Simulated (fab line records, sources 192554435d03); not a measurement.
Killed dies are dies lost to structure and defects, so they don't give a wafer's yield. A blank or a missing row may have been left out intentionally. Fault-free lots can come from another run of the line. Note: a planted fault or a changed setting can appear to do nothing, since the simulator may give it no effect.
The tool behind it: which one? :: flow n5 finfet :: 27 wafers from 9 lots sampled at 5 of the route's 1938 steps

== WHAT EACH GAUGE READ, for each wafer ==
N5_BEOL_M12_THK_MEAS_01. Usual: M12_ILD_THK 659 nm, standard deviation 8.2.
lot: L116
measured: day 11 10:17
on: film metro-02
M12_ILD_THK (nm): 655 669 656
flag: 

lot: L117
measured: day 11 22:59
on: film metro-02
M12_ILD_THK (nm): 662 661 677
flag: 

lot: L123
measured: day 12 23:30
on: film metro-01
M12_ILD_THK (nm): 657 662 654
flag: 

lot: L124
measured: day 13 15:13
on: film metro-02
M12_ILD_THK (nm): 669 666 667
flag: 

lot: L128
measured: day 13 21:53
on: film metro-02
M12_ILD_THK (nm): 658 664 666
flag: 

lot: L129
measured: day 14 01:28
on: film metro-01
M12_ILD_THK (nm): 648 656 670
flag: 

lot: L130
measured: day 14 17:49
on: film metro-01
M12_ILD_THK (nm): 670 657 667
flag: 

lot: L131
measured: day 15 11:55
on: film metro-02
M12_ILD_THK (nm): 737 743 750
flag: OFF

lot: L134
measured: day 15 17:42
on: film metro-02
M12_ILD_THK (nm): 659 747 764
flag: OFF

== WHICH TOOL RAN EACH LOT (tool, then ch and the chambers of the sampled wafers, then the start) ==
lot: L116
N5_BEOL_M11_STRIP_36: rie diel-02 ch 1,2,3, day 11 05:58
N5_BEOL_M11_CURE_72: uv cure-02 ch 0, day 11 06:23
N5_BEOL_M11_DEP_56: pecvd-04 ch 0,2, day 11 10:01
N5_BEOL_M12_ILD_DEP_00: pecvd-02 ch 1,2, day 11 10:09

lot: L117
N5_BEOL_M11_STRIP_36: rie diel-03 ch 2,3, day 11 19:51
N5_BEOL_M11_CURE_72: uv cure-03 ch 0, day 11 20:28
N5_BEOL_M11_DEP_56: pecvd-01 ch 1,2, day 11 22:43
N5_BEOL_M12_ILD_DEP_00: pecvd-01 ch 1,2, day 11 22:50

lot: L123
N5_BEOL_M11_STRIP_36: rie diel-04 ch 2,3, day 12 18:25
N5_BEOL_M11_CURE_72: uv cure-02 ch 0, day 12 19:31
N5_BEOL_M11_DEP_56: pecvd-04 ch 0,1,2, day 12 23:16
N5_BEOL_M12_ILD_DEP_00: pecvd-03 ch 0,1,2, day 12 23:25

lot: L124
N5_BEOL_M11_STRIP_36: rie diel-03 ch 2,3, day 13 11:44
N5_BEOL_M11_CURE_72: uv cure-03 ch 0, day 13 12:26
N5_BEOL_M11_DEP_56: pecvd-04 ch 0,1,2, day 13 14:59
N5_BEOL_M12_ILD_DEP_00: pecvd-02 ch 0,1,2, day 13 15:08

lot: L128
N5_BEOL_M11_STRIP_36: rie diel-03 ch 0,2,3, day 13 18:54
N5_BEOL_M11_CURE_72: uv cure-02 ch 0, day 13 19:20
N5_BEOL_M11_DEP_56: pecvd-04 ch 0,1,2, day 13 21:38
N5_BEOL_M12_ILD_DEP_00: pecvd-02 ch 0,1,2, day 13 21:46

lot: L129
N5_BEOL_M11_STRIP_36: rie diel-02 ch 2,3, day 13 21:05
N5_BEOL_M11_CURE_72: uv cure-02 ch 0, day 13 21:32
N5_BEOL_M11_DEP_56: pecvd-03 ch 1,2, day 14 01:12
N5_BEOL_M12_ILD_DEP_00: pecvd-01 ch 1,2, day 14 01:20

lot: L130
N5_BEOL_M11_STRIP_36: rie diel-03 ch 1,2,3, day 14 11:16
N5_BEOL_M11_CURE_72: uv cure-01 ch 0, day 14 11:58
N5_BEOL_M11_DEP_56: pecvd-04 ch 0,1,2, day 14 17:34
N5_BEOL_M12_ILD_DEP_00: pecvd-01 ch 0,1,2, day 14 17:44

lot: L131
N5_BEOL_M11_STRIP_36: rie diel-04 ch 1,2, day 15 07:20
N5_BEOL_M11_CURE_72: uv cure-02 ch 2, day 15 08:02
N5_BEOL_M11_DEP_56: pecvd-01 ch 1,2, day 15 11:39
N5_BEOL_M12_ILD_DEP_00: pecvd-01 ch 0,1, day 15 11:46

lot: L134
N5_BEOL_M11_STRIP_36: rie diel-03 ch 0,1,2, day 15 14:35
N5_BEOL_M11_CURE_72: uv cure-01 ch 2, day 15 15:03
N5_BEOL_M11_DEP_56: pecvd-01 ch 1,2, day 15 17:26
N5_BEOL_M12_ILD_DEP_00: pecvd-01 ch 0,1, day 15 17:34
- N5_BEOL_M11_STRIP_36: strips in N2/H2.
- N5_BEOL_M11_CURE_72: cures SiCOH lowk, time 120 s.
- N5_BEOL_M11_DEP_56: deposits SiCN from 3MS/NH3, target thk 30 nm, time 10.5 s.
- N5_BEOL_M12_ILD_DEP_00: deposits SiOC from DEMS/O2, target thk 658.92 nm, time 130.7 s.

== AS READ BY THE TOOLS THEMSELVES (means over the sampled wafers that have a number; for cases with no such wafer, the mark the record gives instead) ==
N5_BEOL_M11_STRIP_36. Usual: drypump motor current A 5.7 A, standard deviation 0.4; oes product au 0.78 a.u., standard deviation 0.09; rf vpp V 59.3 V, standard deviation 1.8; showerhead plenum p Torr 2.53 Torr, standard deviation 0.088; throttle valve pct 23.67 %, standard deviation 0.24.
lot: L116
tool: rie diel-02
drypump motor current A (A): 5.7
oes product au (a.u.): 0.81
rf vpp V (V): 58.6
showerhead plenum p Torr (Torr): 2.48
throttle valve pct (%): 23.74
flag: 

lot: L117
tool: rie diel-03
drypump motor current A (A): 5.8
oes product au (a.u.): 0.72
rf vpp V (V): 60.0
showerhead plenum p Torr (Torr): 2.50
throttle valve pct (%): 23.75
flag: 

lot: L123
tool: rie diel-04
drypump motor current A (A): 6.0
oes product au (a.u.): 0.75
rf vpp V (V): 58.6
showerhead plenum p Torr (Torr): 2.57
throttle valve pct (%): 23.59
flag: 

lot: L124
tool: rie diel-03
drypump motor current A (A): 5.7
oes product au (a.u.): 0.70
rf vpp V (V): 60.6
showerhead plenum p Torr (Torr): 2.56
throttle valve pct (%): 23.67
flag: 

lot: L128
tool: rie diel-03
drypump motor current A (A): 5.8
oes product au (a.u.): 0.75
rf vpp V (V): 59.7
showerhead plenum p Torr (Torr): 2.50
throttle valve pct (%): 23.66
flag: 

lot: L129
tool: rie diel-02
drypump motor current A (A): 5.2
oes product au (a.u.): 0.72
rf vpp V (V): 60.5
showerhead plenum p Torr (Torr): 2.44
throttle valve pct (%): 23.99
flag: 

lot: L130
tool: rie diel-03
drypump motor current A (A): 5.7
oes product au (a.u.): 0.71
rf vpp V (V): 57.1
showerhead plenum p Torr (Torr): 2.52
throttle valve pct (%): 23.64
flag: 

lot: L131
tool: rie diel-04
drypump motor current A (A): 5.4
oes product au (a.u.): 0.84
rf vpp V (V): 59.3
showerhead plenum p Torr (Torr): 2.57
throttle valve pct (%): 23.60
flag: 

lot: L134
tool: rie diel-03
drypump motor current A (A): 5.9
oes product au (a.u.): 0.76
rf vpp V (V): 57.5
showerhead plenum p Torr (Torr): 2.46
throttle valve pct (%): 23.66
flag: 

N5_BEOL_M11_CURE_72. Usual: lamp power pct 52.32 %, standard deviation 0.055; wafer_temp_C_max 372.0, standard deviation 0.79.
lot: L116
tool: uv cure-02
lamp power pct (%): 52.25
wafer_temp_C_max: 371.1
flag: 

lot: L117
tool: uv cure-03
lamp power pct (%): 52.36
wafer_temp_C_max: 371.9
flag: 

lot: L123
tool: uv cure-02
lamp power pct (%): 52.34
wafer_temp_C_max: 371.0
flag: 

lot: L124
tool: uv cure-03
lamp power pct (%): 52.26
wafer_temp_C_max: 371.9
flag: 

lot: L128
tool: uv cure-02
lamp power pct (%): 52.30
wafer_temp_C_max: 371.3
flag: 

lot: L129
tool: uv cure-02
lamp power pct (%): 52.31
wafer_temp_C_max: 371.2
flag: 

lot: L130
tool: uv cure-01
lamp power pct (%): 52.32
wafer_temp_C_max: 373.0
flag: 

lot: L131
tool: uv cure-02
lamp power pct (%): 52.34
wafer_temp_C_max: 371.2
flag: 

lot: L134
tool: uv cure-01
lamp power pct (%): 52.26
wafer_temp_C_max: 372.2
flag: 

N5_BEOL_M11_DEP_56. Usual: showerhead plenum p Torr 4.157 Torr, standard deviation 0.016; throttle valve pct 18.6 %, standard deviation 1.2.
lot: L116
tool: pecvd-04
showerhead plenum p Torr (Torr): 4.153
throttle valve pct (%): 17.8
flag: 

lot: L117
tool: pecvd-01
showerhead plenum p Torr (Torr): 4.135
throttle valve pct (%): 16.9
flag: 

lot: L123
tool: pecvd-04
showerhead plenum p Torr (Torr): 4.163
throttle valve pct (%): 18.9
flag: 

lot: L124
tool: pecvd-04
showerhead plenum p Torr (Torr): 4.157
throttle valve pct (%): 18.8
flag: 

lot: L128
tool: pecvd-04
showerhead plenum p Torr (Torr): 4.163
throttle valve pct (%): 18.8
flag: 

lot: L129
tool: pecvd-03
showerhead plenum p Torr (Torr): 4.150
throttle valve pct (%): 18.5
flag: 

lot: L130
tool: pecvd-04
showerhead plenum p Torr (Torr): 4.163
throttle valve pct (%): 18.9
flag: 

lot: L131
tool: pecvd-01
showerhead plenum p Torr (Torr): 4.138
throttle valve pct (%): 16.9
flag: 

lot: L134
tool: pecvd-01
showerhead plenum p Torr (Torr): 4.136
throttle valve pct (%): 17.1
flag: 

N5_BEOL_M12_ILD_DEP_00. Usual: heater power w 492 W, standard deviation 69; showerhead plenum p Torr 5.691 Torr, standard deviation 0.017; throttle valve pct 11.9 %, standard deviation 0.63.
lot: L116
tool: pecvd-02
heater power w (W): 413
showerhead plenum p Torr (Torr): 5.693
throttle valve pct (%): 11.7
flag: 

lot: L117
tool: pecvd-01
heater power w (W): 518
showerhead plenum p Torr (Torr): 5.680
throttle valve pct (%): 11.2
flag: 

lot: L123
tool: pecvd-03
heater power w (W): 493
showerhead plenum p Torr (Torr): 5.684
throttle valve pct (%): 12.6
flag: 

lot: L124
tool: pecvd-02
heater power w (W): 436
showerhead plenum p Torr (Torr): 5.692
throttle valve pct (%): 11.8
flag: 

lot: L128
tool: pecvd-02
heater power w (W): 480
showerhead plenum p Torr (Torr): 5.694
throttle valve pct (%): 11.8
flag: 

lot: L129
tool: pecvd-01
heater power w (W): 548
showerhead plenum p Torr (Torr): 5.686
throttle valve pct (%): 11.0
flag: 

lot: L130
tool: pecvd-01
heater power w (W): 542
showerhead plenum p Torr (Torr): 5.690
throttle valve pct (%): 11.7
flag: 

lot: L131
tool: pecvd-01
heater power w (W): 552
showerhead plenum p Torr (Torr): 5.691
throttle valve pct (%): 11.5
flag: 

lot: L134
tool: pecvd-01
heater power w (W): 599
showerhead plenum p Torr (Torr): 5.682
throttle valve pct (%): 11.5
flag: 

== THE ANSWER, worked out from the rows above alone ==
Rule: lot off if the mean of its wafers having a number is beyond 3 standard deviations from the usual mean. Also off: a lot with no number at a reading for which 4 or more lots have one. Any other lot the step has rows for is counted as sound. After the gauges, taken in route order, come the tools' own readings; for these a lot's mean is taken, as printed above. The first step at which some lot is off is used, and at that step the reading that is off furthest; a lot without a number counts as furthest.
Off: L131, L134, at N5_BEOL_M12_THK_MEAS_01 (M12_ILD_THK).
A tool fits if, at a process step before that reading, it ran every lot that is off, and no sound lot after the first of them. The gauges at N5_BEOL_M12_THK_MEAS_01 are tried like those tools. Can't be told from this: 2 tools fit, pecvd-01 at N5_BEOL_M11_DEP_56 and N5_BEOL_M12_ILD_DEP_00, film metro-02 at N5_BEOL_M12_THK_MEAS_01.

== WHAT THE SIMULATOR PUT IN ==
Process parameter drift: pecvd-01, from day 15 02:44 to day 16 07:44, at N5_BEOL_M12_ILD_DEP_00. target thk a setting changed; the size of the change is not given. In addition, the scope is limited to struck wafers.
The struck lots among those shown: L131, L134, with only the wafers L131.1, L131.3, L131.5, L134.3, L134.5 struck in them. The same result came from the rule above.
